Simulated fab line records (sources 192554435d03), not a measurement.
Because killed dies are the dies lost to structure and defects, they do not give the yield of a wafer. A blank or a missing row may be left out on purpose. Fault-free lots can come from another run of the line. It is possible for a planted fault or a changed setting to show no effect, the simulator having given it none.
fab line records	flow n5-finfet
[record] lots = 7	wafers = 18	last-day = 18
route steps=1938 shown BEOL_M0_SAQP@682 BEOL_M4@1111 PASSIVATION@1936
lots with no fault: from the same line, run without faults
start-h: hours from the record's first day to the start of the lot's first wafer shown	wait-h: hours elapsed since this lot's preceding step	" identical to the entry in the row above	L1.1+2: a row that stands for several wafers	- either no value or no given start	* or withheld: withheld	< > ~ a bound
route shown NAME@n: names a module that has steps shown in the file, with the first one's number in the route	usual: the fault-free wafers' mean and standard deviation	same: alike in all rows	chamber/n: place in a boat	sites: each site's reading	_std_site: the standard deviation of these	_edge_site: outer sites' mean less inner sites'	radius-mm: for every site, how far away it sits from the centre of the wafer	mask NAME#n: copy n	behind: the tool/chamber that last shaped the wafer	hold: what put the lot on hold/how long, in hours/how the hold closed	device: the n, p or np transistor that did not switch	end of line: tests run on the same wafers once the route is complete	for a step that has no rows: nothing shown but its recipe	killed: count of dies lost to structure and defects at first sort (not the wafer's yield)	map: a wafer's dies, x killed, . not, _ none there
set.NAME: the setting as run; set.NAME@STEP: as run at that earlier step	model.NAME: the simulator's own value behind a step, which no gauge read
lots at selected steps of the route; one table per step, one row per wafer
services: a tool's chamber out of use, with start hour (start-h, from the record's first day; less than 0 if before it), hours out, and reason
[[steps]]
[step N5_BEOL_M0_SAQP_COAT_87]
[recipe] resist = underlayer	temp-c = 205	time-s = 60	spin-rpm = 1500	resist-thk-nm = 5
[step N5_BEOL_M0_SAQP_COAT_34]
[recipe] resist = CAR-EUV	spin-rpm = 1500	resist-thk-nm = 30
[step N5_BEOL_M0_SAQP_EBR_36]
[recipe] solvent = PGMEA	ebr-width-mm = 1.5
[step N5_BEOL_M0_SAQP_SOFTBAKE_35]
[recipe] temp-c = 110	time-s = 60	resist = CAR-EUV
[step N5_BEOL_M0_SAQP_EXPOSE_37]
[recipe] mask-id = M0_CUT1	na = 0.33	source-shape = annular	sigma-inner = 0.35	sigma-outer = 0.8	polarization = unpolarized	target-cd-nm = 30	dose-mj = 44.75
[step N5_BEOL_M0_SAQP_PEB_38]
[recipe] peb-temp-c = 100	peb-time-s = 60	resist = CAR-EUV
[step N5_BEOL_M0_SAQP_DEVELOP_39]
[recipe] develop-time-s = 30	developer = TMAH	resist = CAR-EUV	rinse-liquid = surfactant-rinse	dry = air-spin	dev-temp-c = 23
[step N5_BEOL_M0_SAQP_CD_MEAS_40]
[recipe] target-cd-nm = 30	landing-energy-ev = 500	detector = se-inlens
[usual] cd-nm = 30.00/0.25
lot.wafer	tool	chamber	start-h	wait-h	cd-nm
L563.1	cd-sem-02	0	138.28	-	30.34
L563.3	"	0	"	"	30.47
L563.6	"	0	"	"	30.33
L566.2	cd-sem-01	0	163.24	-	30.21
L566.6	"	0	"	"	29.94
L567.3	cd-sem-03	0	169.43	-	29.94
L567.4	"	0	"	"	30.18
L570.4	cd-sem-03	0	183.74	-	29.64
L570.6	"	0	"	"	29.66
L572.1	cd-sem-03	0	203.63	-	30.09
L572.4	"	0	"	"	30.05
L572.6	"	0	"	"	29.62
L576.1	cd-sem-02	0	216.89	-	29.95
L576.4	"	0	"	"	29.83
L576.6	"	0	"	"	30.20
L580.1	cd-sem-01	0	258.95	-	30.28
L580.2	"	0	"	"	30.48
L580.6	"	0	"	"	30.22
[step N5_BEOL_M0_SAQP_OVL_MEAS_41]
[recipe] points-per-wafer = 522
[usual] M0_CUT1_OVL = 0.1/0.72
lot.wafer	tool	chamber	start-h	wait-h	M0_CUT1_OVL[nm]
L563.1	overlay-02	0	138.31	0.0	0.0
L563.3	"	0	"	"	1.1
L563.6	"	0	"	"	0.1
L566.2	overlay-02	0	163.27	0.0	0.2
L566.6	"	0	"	"	1.3
L567.3	overlay-01	0	169.47	0.0	0.6
L567.4	"	0	"	"	-0.1
L570.4	overlay-01	0	183.81	0.1	-0.2
L570.6	"	0	"	"	1.2
L572.1	overlay-02	0	203.66	0.0	0.6
L572.4	"	0	"	"	0.1
L572.6	"	0	"	"	0.5
L576.1	overlay-01	0	216.92	0.0	-0.1
L576.4	"	0	"	"	-0.1
L576.6	"	0	"	"	-0.1
L580.1	overlay-01	0	258.98	0.0	0.4
L580.2	"	0	"	"	0.4
L580.6	"	0	"	"	0.2
[step N5_BEOL_M0_SAQP_INSPECT_42]
[recipe] mode = adi	inspect-instrument = brightfield
[usual] raw-defect-count = 300/99
lot.wafer	tool	chamber	start-h	wait-h	raw-defect-count
L563.1	defect-inspect-02	-	138.37	0.1	337
L563.3	"	-	"	"	323
L563.6	"	-	"	"	286
L566.2	defect-inspect-01	-	163.32	0.0	296
L566.6	"	-	"	"	396
L567.3	defect-inspect-01	-	169.51	0.0	458
L567.4	"	-	"	"	377
L570.4	defect-inspect-01	-	183.86	0.0	392
L570.6	"	-	"	"	368
L572.1	defect-inspect-02	-	203.72	0.1	240
L572.4	"	-	"	"	169
L572.6	"	-	"	"	181
L576.1	defect-inspect-02	-	216.97	0.1	290
L576.4	"	-	"	"	210
L576.6	"	-	"	"	192
L580.1	defect-inspect-01	-	259.04	0.1	604
L580.2	"	-	"	"	490
L580.6	"	-	"	"	369
[step N5_BEOL_M0_SAQP_DESCUM_45]
[recipe] chemistry = O2	time-s = 7	source-power-w = 50	bias-power-w = 20	pressure-mtorr = 20	rf-frequency-hz = 2.712e+07	temp-c = 40	resist = CAR-EUV	o2-flow-sccm = 225
[usual] drypump-motor-current-A = 5.5/0.38	o2-flow-sccm = 225.0/0.72	oes-product-au = 0.82/0.086	rf-vpp-V = 243.7/1.5	showerhead-plenum-p-Torr = 2.13/0.083	throttle-valve-pct = 20.43/0.23
lot.wafer	tool	chamber	start-h	wait-h	drypump-motor-current-A	o2-flow-sccm	oes-product-au	rf-hours-counter-h	rf-vpp-V	showerhead-plenum-p-Torr	throttle-valve-pct
L563.1	rie-diel-01	0	138.40	0.0	5.1	224.2	0.89	34	245.4	2.23	20.45
L563.3	"	1	"	"	5.9	225.0	0.89	19	246.8	2.24	19.98
L563.6	"	3	"	"	5.4	224.8	0.90	-	243.4	2.13	20.34
L566.2	rie-diel-03	0	163.49	0.2	5.2	225.7	0.71	230	241.5	1.98	20.67
L566.6	"	2	"	"	5.4	225.1	0.83	-	247.4	2.21	20.74
L567.3	rie-diel-03	2	169.55	0.0	5.4	225.2	0.83	79	246.4	2.21	20.72
L567.4	"	3	"	"	4.7	224.7	0.87	47	241.5	2.04	20.60
L570.4	rie-diel-03	2	183.89	0.0	5.4	225.0	0.82	83	243.9	2.21	20.74
L570.6	"	3	"	"	4.7	225.0	0.86	-	241.4	2.03	20.61
L572.1	rie-diel-01	0	203.82	0.1	5.1	225.1	0.87	52	244.2	2.23	20.47
L572.4	"	3	"	"	5.4	225.8	0.87	-	244.1	2.13	20.35
L572.6	"	0	"	"	5.1	224.4	0.87	-	245.5	2.23	20.48
L576.1	rie-diel-01	3	217.14	0.2	5.4	224.7	0.85	58	244.0	2.12	20.37
L576.4	"	3	"	"	5.4	224.7	0.86	-	244.2	2.12	20.39
L576.6	"	0	"	"	5.1	224.9	0.85	-	244.6	2.22	20.48
L580.1	rie-diel-03	2	259.07	0.0	5.4	224.4	0.80	111	245.5	2.20	20.77
L580.2	"	3	"	"	4.8	225.1	0.81	82	241.6	2.02	20.66
L580.6	"	3	"	"	4.7	225.3	0.82	-	240.9	2.02	20.65
[step N5_BEOL_M0_SAQP_ETCH_88]
[recipe] chemistry = N2/H2	target = underlayer	target-depth-a = 65	time-s = 5.2	ion-energy-ev = 200	mask-material = CAR-EUV	pressure-mtorr = 30	source-w = 840	bias-w = 150	n2-flow-sccm = 200	h2-flow-sccm = 200	ends = cleared
[usual] drypump-motor-current-A = 5.5/0.39	etch-rf-on-time-s = 5.14/0.084	oes-product-au = 0.70/0.071	rf-vpp-V = 525/3	showerhead-plenum-p-Torr = 2.58/0.096	throttle-valve-pct = 17.82/0.25
lot.wafer	tool	chamber	start-h	wait-h	drypump-motor-current-A	etch-rf-on-time-s	oes-product-au	rf-hours-counter-h	rf-vpp-V	showerhead-plenum-p-Torr	throttle-valve-pct
L563.1	rie-diel-01	0	138.44	0.0	5.1	5.12	0.75	34	527	2.70	17.92
L563.3	"	1	"	"	6.0	5.15	0.76	19	531	2.70	17.33
L563.6	"	3	"	"	5.4	4.95	0.77	-	524	2.59	17.71
L566.2	rie-diel-03	0	163.53	0.0	5.3	5.07	0.61	230	518	2.41	18.09
L566.6	"	2	"	"	5.4	5.07	0.72	-	526	2.68	18.08
L567.3	rie-diel-03	2	169.58	0.0	5.4	5.10	0.72	79	527	2.68	18.06
L567.4	"	3	"	"	4.7	5.21	0.73	47	521	2.48	17.98
L570.4	rie-diel-03	2	183.92	0.0	5.4	5.13	0.71	83	527	2.68	18.10
L570.6	"	3	"	"	4.7	5.22	0.73	-	521	2.48	18.00
L572.1	rie-diel-01	0	203.85	0.0	5.1	5.21	0.72	52	528	2.69	17.91
L572.4	"	3	"	"	5.4	5.00	0.74	-	525	2.59	17.77
L572.6	"	0	"	"	5.0	5.21	0.72	-	528	2.70	17.93
L576.1	rie-diel-01	3	217.17	0.0	5.4	4.98	0.73	58	524	2.58	17.77
L576.4	"	3	"	"	5.4	4.98	0.73	-	524	2.58	17.76
L576.6	"	0	"	"	5.1	5.19	0.74	-	528	2.69	17.95
L580.1	rie-diel-03	2	259.11	0.0	5.4	5.13	0.69	111	527	2.66	18.12
L580.2	"	3	"	"	4.8	5.23	0.70	82	522	2.47	18.03
L580.6	"	3	"	"	4.8	5.16	0.70	-	522	2.47	18.04
[step N5_BEOL_M0_SAQP_ETCH_73]
[recipe] chemistry = CF4	target = SiARC	target-depth-a = 195	mask-material = CAR-EUV	time-s = 32.5	ion-energy-ev = 80	pressure-mtorr = 40	source-w = 545	bias-w = 36	Ar_flow_sccm = 100	cf4-flow-sccm = 100	ends = cleared
[usual] drypump-motor-current-A = 5.5/0.39	etch-rf-on-time-s = 32.0/0.53	oes-product-au = 0.70/0.072	rf-vpp-V = 184.4/1.3	showerhead-plenum-p-Torr = 2.17/0.076	throttle-valve-pct = 15.58/0.25
lot.wafer	tool	chamber	start-h	wait-h	drypump-motor-current-A	etch-rf-on-time-s	oes-product-au	rf-hours-counter-h	rf-vpp-V	showerhead-plenum-p-Torr	throttle-valve-pct
L563.1	rie-diel-01	0	138.46	0.0	5.1	31.6	0.76	34	186.1	2.27	15.47
L563.3	"	1	"	"	5.9	31.9	0.76	19	184.7	2.27	15.12
L563.6	"	3	"	"	5.4	30.7	0.78	-	186.8	2.18	15.48
L566.2	rie-diel-03	0	163.54	0.0	5.2	31.4	0.61	230	182.8	2.04	15.92
L566.6	"	2	"	"	5.4	37.6	0.66	-	185.6	2.25	15.81
L567.3	rie-diel-03	2	169.60	0.0	5.4	31.7	0.72	79	185.6	2.25	15.81
L567.4	"	3	"	"	4.8	38.7	0.67	47	182.6	2.09	15.70
L570.4	rie-diel-03	2	183.94	0.0	5.4	37.9	0.65	83	185.9	2.25	15.81
L570.6	"	3	"	"	4.7	38.6	0.67	-	182.5	2.09	15.72
L572.1	rie-diel-01	0	203.87	0.0	5.1	32.3	0.74	52	184.4	2.26	15.51
L572.4	"	3	"	"	5.4	31.3	0.75	-	184.9	2.17	15.53
L572.6	"	0	"	"	5.1	32.5	0.73	-	185.3	2.26	15.51
L576.1	rie-diel-01	3	217.19	0.0	5.4	30.9	0.74	58	185.4	2.17	15.51
L576.4	"	3	"	"	5.4	31.2	0.74	-	184.9	2.17	15.51
L576.6	"	0	"	"	5.1	32.3	0.73	-	185.3	2.26	15.52
L580.1	rie-diel-03	2	259.13	0.0	5.4	32.2	0.69	111	183.6	2.24	15.88
L580.2	"	3	"	"	4.7	32.7	0.69	82	183.4	2.08	15.77
L580.6	"	3	"	"	4.7	32.8	0.70	-	182.1	2.08	15.77
[step N5_BEOL_M0_SAQP_CUT_ETCH_46]
[recipe] chemistry = N2/H2	target = SOC	target-depth-a = 1350	overetch-a = 270	temp-c = 40	time-s = 202.5	ion-energy-ev = 200	mask-material = SiARC	pressure-mtorr = 30	source-w = 840	bias-w = 150	n2-flow-sccm = 200	h2-flow-sccm = 200
[usual] drypump-motor-current-A = 5.5/0.39	rf-vpp-V = 525.1/2.8	showerhead-plenum-p-Torr = 2.58/0.096	throttle-valve-pct = 17.78/0.25
lot.wafer	tool	chamber	start-h	wait-h	drypump-motor-current-A	rf-hours-counter-h	rf-vpp-V	showerhead-plenum-p-Torr	throttle-valve-pct
L563.1	rie-diel-01	0	138.49	0.0	5.1	34	526.8	2.70	17.85
L563.3	"	1	"	"	6.0	19	528.0	2.70	17.28
L563.6	"	3	"	"	5.4	-	525.5	2.59	17.67
L566.2	rie-diel-03	0	163.58	0.0	5.2	230	519.4	2.41	18.03
L566.6	"	2	"	"	5.4	-	527.2	2.68	18.04
L567.3	rie-diel-03	2	169.63	0.0	5.4	79	528.7	2.68	18.04
L567.4	"	3	"	"	4.8	47	523.8	2.48	17.94
L570.4	rie-diel-03	2	183.97	0.0	5.4	83	528.9	2.68	18.06
L570.6	"	3	"	"	4.7	-	524.0	2.48	17.94
L572.1	rie-diel-01	0	203.90	0.0	5.1	52	527.7	2.69	17.89
L572.4	"	3	"	"	5.4	-	525.2	2.58	17.70
L572.6	"	0	"	"	5.1	-	528.2	2.70	17.86
L576.1	rie-diel-01	3	217.22	0.0	5.4	58	523.9	2.58	17.71
L576.4	"	3	"	"	5.4	-	525.4	2.58	17.71
L576.6	"	0	"	"	5.1	-	529.2	2.69	17.88
L580.1	rie-diel-03	2	259.16	0.0	5.4	111	528.2	2.66	18.10
L580.2	"	3	"	"	4.8	82	521.9	2.47	18.00
L580.6	"	3	"	"	4.7	-	521.3	2.47	18.00
[step N5_BEOL_M4_RC_MEAS_101]
[usual] DIBL_N = 36.4/1.3	DIBL_P = 36.5/1.7	IOFF_N = 0.154/0.022	IOFF_P = 0.202/0.025	ION_N = 671/9.8	ION_P = 460/6.8	SS_N = 71.6/0.54	SS_P = 73.4/0.58	VT_N = 250.9/2.8	VT_P = -251.4/2.7
lot.wafer	tool	chamber	start-h	wait-h	DIBL_N[mV/V]	DIBL_P[mV/V]	IOFF_N[nA/um]	IOFF_P[nA/um]	ION_N[uA/um]	ION_P[uA/um]	SS_N[mV/dec]	SS_P[mV/dec]	VT_N[mV]	VT_P[mV]
L563.1	prober-02	0	194.30	0.0	35.8	36.5	0.143	0.203	672	466	71.7	73.2	252.8	-251.1
L563.3	"	0	"	"	38.1	39.0	0.183	0.240	677	465	72.5	73.4	246.3	-250.3
L563.6	"	0	"	"	36.5	37.6	0.154	0.214	682	471	71.0	72.7	251.1	-248.0
L566.2	prober-02	0	222.82	0.2	34.9	35.3	0.129	0.191	664	464	71.1	73.2	256.8	-250.7
L566.6	"	0	"	"	35.3	35.7	0.141	0.204	670	465	71.6	74.0	254.5	-253.1
L567.3	prober-01	0	224.55	0.3	37.0	38.3	0.168	0.211	666	455	72.5	73.1	251.1	-252.3
L567.4	"	0	"	"	35.2	36.1	0.137	0.183	666	459	71.1	72.8	250.0	-251.6
L570.4	prober-01	0	230.69	0.5	36.0	38.9	0.155	0.192	670	460	71.8	73.2	251.3	-252.9
L570.6	"	0	"	"	36.3	39.3	0.157	0.190	675	461	71.5	73.4	250.8	-253.5
L572.1	prober-02	0	261.41	0.0	35.9	35.8	0.158	0.198	677	467	72.0	74.0	248.8	-247.8
L572.4	"	0	"	"	36.6	37.2	0.176	0.216	679	461	72.1	73.8	249.0	-251.8
L572.6	"	0	"	"	35.4	35.5	0.147	0.183	678	469	71.9	73.9	250.8	-252.8
L576.1	prober-02	0	270.44	0.0	36.4	36.4	0.150	0.220	665	464	72.0	72.8	249.2	-249.8
L576.4	"	0	"	"	36.1	35.2	0.142	0.202	663	459	71.1	72.6	252.9	-249.2
L576.6	"	0	"	"	36.9	36.9	0.161	0.217	667	459	72.2	73.0	251.3	-248.2
L580.1	prober-01	0	310.67	0.0	33.7	33.9	0.121	0.185	672	463	70.7	72.6	252.3	-248.9
L580.2	"	0	"	"	34.9	35.8	0.146	0.217	684	471	71.2	73.6	250.0	-247.5
L580.6	"	0	"	"	34.2	34.5	0.128	0.194	663	464	70.9	72.4	251.7	-248.6
[step N5_PASSIVATION_PROBE_49]
[usual] defect-limited-yield = 91.1/1.3	killed_at_M0_to_M3 = 34/10	killed_at_M4_up = 14/5.7	killed-at-contacts = 12/5.9	killed-at-front-end = 41/12	killed-at-other = 4/3.1	killed-dies = 105/15	killed-on-rim = 14/4.2	killed-open = 69/11	killed-short = 35/7.8	sort_bin_5_function = 5.3/0.81	sort_bin_6_memory = 3.3/0.75	sort-n-pass = 1075/15	sort-yield-pct = 91.1/1.3
[same] gross-dies = 1180	killed-at-back-side = 0	sort_bin_4_leakage[%] = 0	sort_bin_8_speed[%] = 0
lot.wafer	tool	chamber	start-h	wait-h	defect-limited-yield[%]	killed_at_M0_to_M3	killed_at_M4_up	killed-at-contacts	killed-at-front-end	killed-at-other	killed-dies	killed-on-rim	killed-open	killed-short	sort_bin_5_function[%]	sort_bin_6_memory[%]	sort-n-pass	sort-yield-pct[%]
L567.3	prober-01	-	324.60	0.1	91.9	27	16	18	29	6	96	19	69	18	4.8	2.8	1084	91.9
L567.4	prober-01	-	324.65	0.2	93.6	27	11	0	34	3	75	11	44	24	3.9	2.0	1105	93.6
L566.2	prober-02	-	329.70	0.1	90.0	37	9	8	60	4	118	15	74	39	6.0	3.3	1062	90.0
L566.6	prober-02	-	329.90	0.3	91.8	25	6	15	50	1	97	14	61	35	4.7	3.3	1083	91.8
L570.4	prober-02	-	343.81	0.2	90.1	20	23	9	59	6	117	14	82	33	5.7	4.1	1063	90.1
L570.6	prober-02	-	343.91	0.3	90.3	39	15	8	46	6	114	17	81	31	5.3	4.0	1066	90.3
L572.1	prober-01	-	364.17	0.0	89.8	37	21	20	35	7	120	12	81	37	5.8	3.7	1060	89.8
L572.4	prober-01	-	364.32	0.2	90.3	25	20	15	54	1	115	15	69	45	5.8	3.3	1065	90.3
L572.6	prober-01	-	364.42	0.3	90.8	18	35	19	30	6	108	10	69	36	4.7	3.7	1072	90.8
L576.1	prober-01	-	374.46	0.0	91.8	38	11	12	33	3	97	18	67	29	4.6	3.6	1083	91.8
L576.4	prober-01	-	374.61	0.2	90.1	58	17	8	33	1	117	16	73	42	6.3	3.6	1063	90.1
L576.6	prober-01	-	374.71	0.3	91.9	29	5	2	59	1	96	9	49	45	5.1	2.6	1084	91.9
L580.1	prober-01	-	423.39	0.6	90.3	42	13	10	42	7	114	15	82	30	6.1	3.4	1066	90.3
L580.2	prober-01	-	423.44	0.7	91.4	47	8	7	26	13	101	12	66	35	5.6	2.8	1079	91.4
L580.6	prober-01	-	423.64	0.9	92.5	40	11	9	25	3	88	11	58	30	4.8	2.4	1092	92.5
// killed by level:class
L567.3 MOL_CONTACT_COAG:geometric-particle:open=15 STI_FIN_REVEAL:geometric-particle:open=7 BEOL_M3:geometric-particle:open=6 STARTING-WAFER:geometric-particle:open=5 BEOL_M0_SAQP:geometric-particle:short=4 BEOL_M2:geometric-particle:open=4 HKMG_FIN:area-etch=4 MOL_CONTACT_COAG:geometric-particle:short=3
L567.4 BEOL_M0_SAQP:geometric-particle:open=9 STI_FIN_REVEAL:geometric-particle:open=7 BEOL_M0_SAQP:geometric-particle:short=7 FIN_SAQP:geometric-particle:open=5 FIN_SAQP:geometric-particle:short=5 DUMMY_GATE:geometric-particle:open=5 BEOL_M2:geometric-particle:open=3 BEOL_M5:geometric-particle:open=3
L566.2 FIN_SAQP:geometric-particle:open=20 FIN_SAQP:geometric-particle:short=14 BEOL_M2:geometric-particle:open=13 BEOL_M3:geometric-particle:open=8 MOL_CONTACT_COAG:geometric-particle:open=6 STI_FIN_REVEAL:geometric-particle:open=5 BEOL_M2:geometric-particle:short=5 BEOL_M4:geometric-particle:open=5
L566.6 FIN_SAQP:geometric-particle:open=16 FIN_SAQP:geometric-particle:short=13 MOL_CONTACT_COAG:geometric-particle:open=12 BEOL_M2:geometric-particle:open=12 STI_FIN_REVEAL:geometric-particle:open=7 GATE_CUT:geometric-particle:short=5 MOL_CONTACT_COAG:geometric-particle:short=3 BEOL_M0_SAQP:geometric-particle:short=3
L570.4 STI_FIN_REVEAL:geometric-particle:open=14 MOL_CONTACT_COAG:geometric-particle:open=8 FIN_SAQP:geometric-particle:open=7 BEOL_M5:geometric-particle:open=6 DUMMY_GATE:geometric-particle:open=5 GATE_CUT:geometric-particle:short=5 BEOL_M0_SAQP:geometric-particle:short=5 BEOL_M2:geometric-particle:open=5
L570.6 BEOL_M3:geometric-particle:open=12 FIN_SAQP:geometric-particle:short=10 FIN_SAQP:geometric-particle:open=9 MOL_CONTACT_COAG:geometric-particle:open=7 BEOL_M4:geometric-particle:open=6 BEOL_M1:geometric-particle:open=6 BEOL_M0_SAQP:geometric-particle:open=5 STI_FIN_REVEAL:geometric-particle:open=5
L572.1 MOL_CONTACT_COAG:geometric-particle:open=16 STI_FIN_REVEAL:geometric-particle:open=11 BEOL_M4:geometric-particle:open=11 BEOL_M0_SAQP:geometric-particle:open=9 BEOL_M1:geometric-particle:open=8 BEOL_M3:geometric-particle:open=6 GATE_CUT:geometric-particle:short=5 BEOL_M0_SAQP:geometric-particle:short=5
L572.4 MOL_CONTACT_COAG:geometric-particle:open=12 BEOL_M0_SAQP:geometric-particle:open=10 ILD0:geometric-particle:short=8 BEOL_M4:geometric-particle:open=8 STI_FIN_REVEAL:geometric-particle:open=7 GATE_CUT:geometric-particle:short=6 GATE_CUT:geometric-particle:open=6 FIN_SAQP:geometric-particle:open=5
L572.6 BEOL_M4:geometric-particle:open=21 MOL_CONTACT_COAG:geometric-particle:open=17 STI_FIN_REVEAL:geometric-particle:open=7 GATE_CUT:geometric-particle:short=6 BEOL_M2:geometric-particle:short=6 BEOL_M0:geometric-particle:short=4 BEOL_M1:geometric-particle:open=4 BEOL_M4:geometric-particle:short=3
L576.1 BEOL_M3:geometric-particle:open=18 FIN_SAQP:geometric-particle:short=11 MOL_CONTACT_COAG:geometric-particle:open=9 FIN_SAQP:geometric-particle:open=8 BEOL_M0_SAQP:geometric-particle:open=8 DUMMY_GATE:geometric-particle:open=4 BEOL_M4:geometric-particle:open=4 ILD0:geometric-particle:short=3
L576.4 BEOL_M0_SAQP:geometric-particle:short=17 BEOL_M1:geometric-particle:open=11 BEOL_M0_SAQP:geometric-particle:open=10 FIN_SAQP:geometric-particle:short=8 BEOL_M3:geometric-particle:open=8 MOL_CONTACT_COAG:geometric-particle:open=6 BEOL_M8:geometric-particle:open=6 FIN_SAQP:geometric-particle:open=5
L576.6 FIN_SAQP:geometric-particle:short=17 GATE_CUT:geometric-particle:short=10 FIN_SAQP:geometric-particle:open=8 BEOL_M0_SAQP:geometric-particle:short=6 STI_FIN_REVEAL:geometric-particle:open=5 BEOL_M0_SAQP:geometric-particle:open=5 BEOL_M1:geometric-particle:open=5 BEOL_M3:geometric-particle:open=5
L580.1 STI_FIN_REVEAL:geometric-particle:open=17 BEOL_M0_SAQP:geometric-particle:open=15 BEOL_M0_SAQP:geometric-particle:short=12 FIN_SAQP:geometric-particle:open=9 MOL_CONTACT_COAG:geometric-particle:open=9 BEOL_M0:geometric-particle:open=5 BEOL_M3:geometric-particle:open=4 FIN_SAQP:geometric-particle:short=3
L580.2 BEOL_M0_SAQP:geometric-particle:open=17 BEOL_M0_SAQP:geometric-particle:short=15 FIN_SAQP:geometric-particle:open=9 BEOL_M3:geometric-particle:open=7 MOL_CONTACT_COAG:geometric-particle:open=5 PASS1_CAP:geometric-particle:open=5 FIN_SAQP:geometric-particle:short=4 DUMMY_GATE:geometric-particle:open=4
L580.6 BEOL_M0_SAQP:geometric-particle:open=14 BEOL_M0_SAQP:geometric-particle:short=10 STI_FIN_REVEAL:geometric-particle:open=8 STI_FIN_REVEAL:geometric-particle:short=7 BEOL_M4:geometric-particle:open=7 MOL_CONTACT_COAG:geometric-particle:open=6 FIN_SAQP:geometric-particle:open=5 BEOL_M0:geometric-particle:open=5
[[services]]
tool	chamber	start-h	hours	kind
rie-diel-03	2	147.89	8.5	repair
rie-diel-01	2	163.08	6.8	repair
rie-diel-01	2	199.95	-	clean
rie-diel-01	2	199.95	-	consumable-replace:focus-ring
rie-diel-03	0	219.55	-	clean
rie-diel-03	0	219.55	-	consumable-replace:focus-ring
rie-diel-03	0	219.55	-	consumable-replace:showerhead
rie-diel-03	0	219.55	19.9	scheduled-down
rie-diel-03	0	219.55	19.9	vent-cycle
[[key]]
[first-sign] step = N5_BEOL_M0_SAQP_ETCH_73	reading = etch-rf-on-time-s	direction = up	sigmas = 12	usual = *	struck = *
effect none on later readings
met-at N5_BEOL_M0_SAQP_ETCH_73
struck-wafers L566.6,L567.4,L570.4,L570.6
[fault] kind = process-parameter-drift	tool = rie-diel-03	chamber = -	onset-h = 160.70	steps = N5_BEOL_M0_SAQP_ETCH_73	channel = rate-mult	offset = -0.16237	shape = step	end-h = 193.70	scope = struck-wafers-only
